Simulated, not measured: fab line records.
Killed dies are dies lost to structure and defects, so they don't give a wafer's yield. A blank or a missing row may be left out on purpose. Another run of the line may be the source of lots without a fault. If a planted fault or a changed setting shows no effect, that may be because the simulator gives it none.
Chamber matching + flow nandHarc + NHARC_A_SGD_CUT_DEP_00 on pecvd-03 has 3 sister chambers
The step deposits SiNx, target thk 50 nm. 5 wafers are shown with their chamber, then 7 later ones without.

WAFERS, EACH WITH ITS CHAMBER
| wafer  | chamber | heaterPowerOuterW (W) | heaterPowerW (W) |
|--------|---------|-----------------------|------------------|
| L839.5 | 2       | 422                   | 725              |
| L850.5 | 0       | 436                   | 744              |
| L850.6 | 1       | 485                   | 717              |
| L852.2 | 0       | 431                   | 751              |
| L852.5 | 1       | 478                   | 709              |

WAFERS WITHOUT THEIR CHAMBER
| wafer  | heaterPowerOuterW (W) | heaterPowerW (W) |
|--------|-----------------------|------------------|
| L852.6 | 446                   | 724              |
| L853.2 | 428                   | 705              |
| L853.3 | 512                   | 762              |
| L853.5 | 426                   | 713              |
| L855.2 | 458                   | 690              |
| L855.4 | 385                   | 660              |
| L855.5 | 447                   | 688              |

WHICH CHAMBER EACH ONE RAN IN
| wafer  | from the rows above     | in truth |
|--------|-------------------------|----------|
| L852.6 | can't be placed: 0 or 2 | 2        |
| L853.2 | 2                       | 2        |
| L853.3 | 1                       | 1        |
| L853.5 | 2                       | 2        |
| L855.2 | 1                       | 1        |
| L855.4 | 2                       | 2        |
| L855.5 | can't be placed: 2 or 1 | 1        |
Correctly placed: 5 of 7. Not placeable from these rows: 2 (in 2, the candidates include the true chamber). Wrongly placed: 0.
How it was worked out, from the rows above alone: a wafer's distance from a chamber is the root of the sum, over the readings, of the square of ((its reading less the chamber's mean) divided by the reading's scatter). If the next closest chamber is less than 2 further off than the closest, the wafer can't be placed; otherwise it belongs to the closest. For every chamber, the mean is computed from those of its wafers that are shown. How the scatter is found: for the shown wafers, subtract from each reading the mean of its chamber, square and add these, divide the total by (wafers less chambers), then take the root.
